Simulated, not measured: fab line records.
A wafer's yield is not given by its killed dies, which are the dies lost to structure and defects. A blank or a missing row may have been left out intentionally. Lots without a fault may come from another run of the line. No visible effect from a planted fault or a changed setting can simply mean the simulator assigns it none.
A struck lot beside a sound one -- flow n5-finfet -- 17 steps out of a route of 1938
Sound: the wafers L906.1, L906.2, L906.5. Struck: wafers L910.3, L910.4, L910.5. The cause is named last.
Each step with rows lists, per side, the tool, then ch with its chambers, then its first start. Under that, the readings that differ: sound wafers -- struck wafers -- difference of the means -- sigmas: that difference in standard deviations of wafers without a fault.
alike: readings whose means differ by less than 2 such deviations, and words and numbers that are the same on both sides. not compared: withheld readings, readings that some wafer has no value for, bounds like >300 that may hide the same value, and numbers for which the record gives no deviation and whose values overlap.
A row with sigmas, a row that says differs or no value, or rows on one side alone: a step with any of these is where the two part. Numbers that have no deviation but don't overlap get no sigmas and don't part them. Lack of a reading on every wafer of one side parts them only where that side has two or more wafers.

first, 4 steps without rows for these wafers: N5_HKMG_FIN_SOFTBAKE_07 (time 60 s); N5_HKMG_FIN_EXPOSE_09 (exposes mask NWFM); N5_HKMG_FIN_PEB_10 (peb time 60 s); N5_HKMG_FIN_DEVELOP_11 (develop time 30 s).
N5_HKMG_FIN_CD_MEAS_12: target cd 92.8 nm.
  sound on cd-sem-03 ch 0, day 4 14:31; struck on cd-sem-02 ch 0, day 5 08:05
  alike: cd-nm
N5_HKMG_FIN_OVL_MEAS_13:
  sound on overlay-01 ch 0, day 4 14:33; struck on overlay-01 ch 0, day 5 08:07
  alike: NWFM_OVL
N5_HKMG_FIN_INSPECT_14: inspects for defects (macro).
  sound: defect-inspect-01 at day 4 14:34; struck: defect-inspect-02 at day 5 08:08
  alike: raw-defect-count
N5_HKMG_FIN_DESCUM_17: chemistry O2, time 7.9 s.
  sound on rie-diel-04 ch 0,1,2, day 4 14:37; struck on rie-diel-01 ch 0,3, day 5 08:10
  alike: drypump-motor-current-A, oes-product-au, rf-vpp-V, showerhead-plenum-p-Torr, throttle-valve-pct
  not compared: rf-hours-counter-h
N5_HKMG_FIN_ETCH_31: etches SiARC in CF4, target depth 45.5 nm, time 75.8 s.
  sound on rie-diel-04 ch 0,1,2, day 4 14:38; struck on rie-diel-01 ch 0,3, day 5 08:12
  alike: drypump-motor-current-A, etch-rf-on-time-s, mfc-ar-sccm, oes-product-au, rf-fwd-power-W, rf-vpp-V, showerhead-plenum-p-Torr, throttle-valve-pct
  not compared: rf-hours-counter-h
N5_HKMG_FIN_ETCH_32: etches SOC in N2/H2, target depth 240 nm, time 300 s.
  sound on rie-diel-04 ch 0,1,2, day 4 14:42; struck on rie-diel-01 ch 0,3, day 5 08:15
  alike: drypump-motor-current-A, oes-product-au, rf-fwd-power-W, rf-vpp-V, showerhead-plenum-p-Torr, throttle-valve-pct
  not compared: rf-hours-counter-h
then, 1 step without rows for these wafers: N5_HKMG_FIN_STRIP_33 (strips in N2/H2).
N5_HKMG_FIN_STRIP_34: strips in CF4.
  sound on rie-diel-04 ch 0,1,2, day 4 14:53; struck on rie-diel-01 ch 0,3, day 5 08:26
  alike: drypump-motor-current-A, oes-product-au, rf-vpp-V, showerhead-plenum-p-Torr, throttle-valve-pct
  not compared: rf-hours-counter-h
N5_HKMG_FIN_ETCH_35: etches SOC in N2/H2, target depth 215.8 nm, time 243.4 s.
  sound on rie-diel-04 ch 0,1,2, day 4 14:55; struck on rie-diel-01 ch 0,3, day 5 08:28
reading,sound,struck,difference,sigmas
rf-fwd-power-W (W),3010 2979 2994,3714 3714 3710,+718,+72
rf-vpp-V (V),142.6 141.6 143.2,131.8 132.3 131.0,-10.8,-9
model.HKMG_FIN.feature-depth-nm (nm),215.2 218.6 236.6,261.8 265.8 266.4,+41.2,
model.etch.depth-nm (nm),215.2 218.6 236.6,261.8 265.7 266.3,+41.1,
model.SOC_of_HKMG_FIN_COAT_29.thk-nm (nm),83.6 80.4 62,38.2 34.8 33.6,-39.8,
  alike: drypump-motor-current-A, oes-product-au, showerhead-plenum-p-Torr, throttle-valve-pct
  not compared: rf-hours-counter-h
N5_HKMG_FIN_STRIP_92: strips SOC in N2/H2, time 20 s.
  sound on rie-diel-04 ch 0,1,2, day 4 15:04; struck on rie-diel-01 ch 0,3, day 5 08:37
reading,sound,struck,difference,sigmas
model.SOC_of_HKMG_FIN_COAT_29.thk-nm (nm),73.4 69.8 51,28.2 24.4 23.2,-39.5,
  alike: drypump-motor-current-A, oes-product-au, rf-vpp-V, showerhead-plenum-p-Torr, throttle-valve-pct
  not compared: rf-hours-counter-h
then, 1 step without rows for these wafers: N5_HKMG_FIN_WET_ETCH_18 (etches TiN in SC1, time 55 s, target depth 5.2 nm, rinse time 30 s).
-- a jump in the record: the struck wafers' starts before and after are 4 days apart (it breaks off in module HKMG_FIN and resumes in module BEOL_M4, where the first step shown is number 1111 of the route) --
N5_BEOL_M4_RC_MEAS_101:
  sound on prober-02 ch 0, day 8 07:54; struck on prober-01 ch 0, day 9 04:16
reading,sound,struck,difference,sigmas
DIBL_P (mV/V),34.7 37.0 30.5,38.5 43.2 42.6,+7.4,+3
IOFF_N (nA/um),0.15 0.16 0.09,0.19 0.25 0.26,+0.10,+2
IOFF_P (nA/um),0.18 0.21 0.13,0.23 0.34 0.32,+0.12,+2
SS_P (mV/dec),72.3 73.2 71.3,73.6 74.7 75.1,+2.2,+3
  alike: DIBL_N, ION_N, ION_P, SS_N, VT_N, VT_P
-- a jump in the record: the struck wafers' starts before and after are 4 days apart (it breaks off in module BEOL_M4 and resumes in module PASSIVATION, where the first step shown is number 1936 of the route) --
N5_PASSIVATION_PROBE_49:
  sound: prober-02 at day 12 14:11; struck: prober-01 at day 13 10:57
  alike: defect-limited-yield, killed_at_M0_to_M3, killed_at_M4_up, killed-at-contacts, killed-at-front-end, killed-at-other, killed-dies, killed-on-rim, killed-open, killed-short, sort_bin_4_leakage, sort_bin_5_function, sort_bin_6_memory, sort_bin_8_speed, sort-n-pass, sort-yield-pct

WHERE THEY PART
First at N5_HKMG_FIN_ETCH_35; last, within this record, at N5_BEOL_M4_RC_MEAS_101. Later steps at which nothing parts them and some readings are alike: N5_PASSIVATION_PROBE_49.

WHY: whatever the simulator had introduced
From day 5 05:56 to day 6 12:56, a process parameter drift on rie-diel-01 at N5_HKMG_FIN_ETCH_35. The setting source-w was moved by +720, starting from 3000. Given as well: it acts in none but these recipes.
